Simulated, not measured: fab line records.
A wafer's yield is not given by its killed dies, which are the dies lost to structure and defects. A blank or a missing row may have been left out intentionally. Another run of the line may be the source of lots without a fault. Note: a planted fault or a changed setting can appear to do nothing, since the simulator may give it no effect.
Matching of chambers -- flow nand harc -- NHARC_P_M2_PRE_CLEAN_32 on pecvd-02: 3 sister chambers
The step time 12 s. 3 wafers are shown with their chamber, then 8 later ones without.

## WAFERS PAIRED WITH THEIR CHAMBERS
wafer,chamber,heater power w (W)
L082.1,0,725
L088.5,2,565
L094.2,1,553

## WAFERS WITHOUT THEIR CHAMBER
wafer,heater power w (W)
L094.3,619
L094.4,535
L095.1,696
L095.2,599
L095.3,630
L096.1,583
L096.2,638
L096.5,587

## CHAMBER TAKEN BY EACH
wafer,from the rows above,in truth
L094.3,can't be placed: 2 or 1 or 0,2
L094.4,can't be placed: 1 or 2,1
L095.1,0,0
L095.2,can't be placed: 2 or 1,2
L095.3,can't be placed: 2 or 1 or 0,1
L096.1,can't be placed: 2 or 1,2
L096.2,can't be placed: 2 or 1 or 0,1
L096.5,can't be placed: 2 or 1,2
Correct placement for 1 of the 8. Unplaceable from these rows: 7, with the true chamber sitting among the candidates in 7. Number placed wrongly: 0.
How it was worked out, from the rows above alone: a wafer's distance from a chamber is the root of the sum, over the readings, of the square of ((its reading less the chamber's mean) divided by the reading's scatter). If the next closest chamber is less than 2 further off than the closest, the wafer can't be placed; otherwise it belongs to the closest. For every chamber, the mean is computed from those of its wafers that are shown. The scatter (one wafer shown for each chamber): square how far every hidden wafer sits from the nearest shown wafer, average those squares and take the square root.
